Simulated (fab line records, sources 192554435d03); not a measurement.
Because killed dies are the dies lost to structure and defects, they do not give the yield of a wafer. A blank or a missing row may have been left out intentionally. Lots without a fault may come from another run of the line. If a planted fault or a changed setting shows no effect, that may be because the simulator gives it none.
Struck lot and sound lot, side by side -- flow n5-finfet -- 43 out of 1938 route steps
Sound: these wafers, L515.2, L515.3, L515.6. Struck: wafer L530.5 (left out: L530.4, L530.6 of the same lot, which were not struck); the cause appears at the end.
Per side, at each step with rows, come the tool, then ch with its chambers, and then its first start. Under that, the readings that differ: sound wafers -- struck wafers -- difference of the means -- sigmas: that difference in standard deviations of wafers without a fault.
alike: words and numbers the same on both sides, and readings whose means are apart by under 2 such deviations; not compared: readings that were withheld, readings missing a value for some wafer, numbers with overlapping values and no deviation given by the record, and bounds like >300 which may hide the same value.
The two part at a step that has a row with sigmas, a row that says differs or no value, or rows on one side only. When numbers do not overlap yet have no deviation, they are printed without sigmas and do not part them. A reading missing from all wafers of one side parts the sides only when that side holds two or more wafers.

first, 3 steps without rows for these wafers: N5_BEOL_M5_ANNEAL_89 (time 1800 s); N5_BEOL_M5_SPUTTER_90 (material Cu, target thk 4.5 nm, time 8.29 s); N5_BEOL_M5_ECD_50 (material Cu, target thk 300 nm).
N5_BEOL_M5_ANNEAL_51: time 90 s.
  sound on rtp-anneal-01 ch 0, day 8 10:58; struck on rtp-anneal-01 ch 0, day 11 23:12
  alike: wafer_temp_C_max
N5_BEOL_M5_CMP_52: polishes, stops on SiCOH lowk, t overpolish 6.9 s, target thk 62 nm.
  sound on cmp-02 ch 0,2,3, day 8 11:17; struck on cmp-03 ch 2, day 11 23:26
reading,sound,struck,difference,sigmas
clearing-platen-down-force-psi (psi),1.4984 1.5006 1.4986,1.4904,-0.0088,-3
  alike: barrier-field-endpoint-s, motor-current-A, overpolish-run-s, time-to-endpoint-s
N5_BEOL_M5_THK_MEAS_53: measures by xrf.
  sound on film-metro-01 at day 8 11:31; struck on film-metro-02 at day 11 23:40
  alike: M5_THK
then, 1 step without rows for these wafers: N5_BEOL_M5_PRE_CLEAN_77 (time 15 s).
N5_BEOL_M5_CO_CAP_78: material Co, precursor CCTBA/H2, target thk 2 nm, time 102.1 s.
  sound on cvd-co-01 ch 0,1, day 8 11:35; struck on cvd-co-02 ch 1, day 11 23:46
  alike: heater-power-w
  not compared: since-wet-clean-h
then, 2 steps without rows for these wafers: N5_BEOL_M5_PRE_CLEAN_55 (time 15 s); N5_BEOL_M5_DEP_56 (deposits SiCN from 3MS/NH3, target thk 8 nm, time 14 s).
N5_BEOL_M5_RS_MEAS_57: measures by four-point-probe.
  sound on film-metro-01 at day 8 11:46; struck on film-metro-02 at day 11 23:55
  alike: M5_RS
N5_BEOL_M5_INSPECT_58: inspects for defects (darkfield).
  sound on defect-inspect-02 at day 8 11:48; struck on defect-inspect-01 at day 11 23:57
  alike: raw-defect-count
N5_BEOL_M6_ILD_DEP_00: deposits SiCOH lowk from DEMS/porogen, target thk 179.75 nm, time 33.4 s.
  sound on pecvd-02 ch 0,1,2, day 8 11:50; struck on pecvd-01 ch 2, day 12 00:00
reading,sound,struck,difference,sigmas
model.SiCOH_lowk_of_BEOL_M6_ILD_DEP_00.thk-nm (nm),177.6 179 181.6,234.4,+55.0,
  alike: heater-power-w, showerhead-plenum-p-Torr, throttle-valve-pct
  not compared: since-wet-clean-h
then, 1 step without rows for these wafers: N5_BEOL_M6_CURE_74 (cures SiCOH lowk, time 240 s).
N5_BEOL_M6_THK_MEAS_01:
  sound on film-metro-01 at day 8 12:53; struck on film-metro-02 at day 12 00:50
reading,sound,struck,difference,sigmas
M6_ILD_THK (nm),153.1 154.4 156.6,202.8,+48.1,+25
then, 1 step without rows for these wafers: N5_BEOL_M6_PECVD_70 (deposits SiO2 from TEOS/O2, target thk 20 nm, time 22.7 s).
N5_BEOL_M6_HM_DEP_02: deposits TiN, target thk 20 nm.
  sound on pvd-sputter-02 at day 8 14:01; struck on pvd-sputter-02 at day 12 02:28
  alike: throttle-valve-pct
then, 8 steps without rows for these wafers: N5_BEOL_M6_COAT_59 (time 60 s, resist thk 100 nm); N5_BEOL_M6_COAT_60 (time 60 s, resist thk 35 nm); N5_BEOL_M6_COAT_05 (resist thk 90 nm); N5_BEOL_M6_EBR_07; N5_BEOL_M6_SOFTBAKE_06 (time 60 s); N5_BEOL_M6_EXPOSE_08 (exposes mask M6); N5_BEOL_M6_PEB_09 (peb time 60 s); N5_BEOL_M6_DEVELOP_10 (develop time 30 s).
N5_BEOL_M6_CD_MEAS_11: target cd 38.5 nm.
  sound on cd-sem-01 ch 0, day 8 14:34; struck on cd-sem-01 ch 0, day 12 02:51
  alike: cd-nm
N5_BEOL_M6_OVL_MEAS_12:
  sound on overlay-01 ch 0, day 8 14:36; struck on overlay-01 ch 0, day 12 02:53
  alike: M6_OVL
N5_BEOL_M6_INSPECT_13: inspects for defects (brightfield).
  sound on defect-inspect-01 at day 8 14:38; struck on defect-inspect-01 at day 12 02:54
  alike: raw-defect-count
then, 6 steps without rows for these wafers: N5_BEOL_M6_DESCUM_16 (chemistry O2, time 7.9 s); N5_BEOL_M6_ETCH_61 (etches SiARC in CF4, target depth 45.5 nm, time 75.8 s); N5_BEOL_M6_ETCH_62 (etches SOC in N2/H2, target depth 110 nm, overetch 22 nm, time 165 s); N5_BEOL_M6_STRIP_68 (strips in N2/H2); N5_BEOL_M6_STRIP_67 (strips in CF4); N5_BEOL_M6_HM_OPEN_17 (chemistry Cl2/BCl3, target TiN, target depth 20 nm, overetch 6 nm).
N5_BEOL_M6_STRIP_19: strips in O2.
  sound on rie-diel-03 ch 0,1,3, day 8 16:05; struck on rie-diel-05 ch 1, day 12 03:33
  alike: drypump-motor-current-A, oes-product-au, rf-vpp-V, showerhead-plenum-p-Torr, throttle-valve-pct
  not compared: rf-hours-counter-h
N5_BEOL_M6_CD_MEAS_18: pitch 80 nm, target cd 40 nm.
  sound on cd-sem-02 at day 8 16:09; struck on cd-sem-01 at day 12 03:37
reading,sound,struck,difference,sigmas
cd-nm (nm),40.8 39.6 41.2,39.3,-1.2,-3
then, 6 steps without rows for these wafers: N5_BEOL_M6_COAT_63 (time 60 s, resist thk 60 nm); N5_BEOL_M6_COAT_64 (time 60 s, resist thk 12 nm); N5_BEOL_M6_COAT_71 (time 60 s, resist thk 5 nm); N5_BEOL_M6_COAT_22 (resist thk 30 nm); N5_BEOL_M6_EBR_24; N5_BEOL_M6_SOFTBAKE_23 (time 60 s).
N5_BEOL_M6_CMP_52: polishes, stops on SiCOH lowk, t overpolish 6.9 s, target thk 80 nm.
  sound on cmp-02 ch 0,1,3, day 8 20:34; struck on cmp-04 ch 3, day 12 10:05
reading,sound,struck,difference,sigmas
model.SiCOH_lowk_of_BEOL_M6_ILD_DEP_00.thk-nm (nm),150 151.4 153.6,199.8,+48.1,
  alike: clearing-platen-down-force-psi, motor-current-A

WHERE THEY PART
Last at N5_BEOL_M6_CD_MEAS_18 as far as this record goes, first at N5_BEOL_M5_CMP_52. Later steps at which nothing parts them and some readings are alike: N5_BEOL_M6_CMP_52.

WHY: whatever the simulator had introduced
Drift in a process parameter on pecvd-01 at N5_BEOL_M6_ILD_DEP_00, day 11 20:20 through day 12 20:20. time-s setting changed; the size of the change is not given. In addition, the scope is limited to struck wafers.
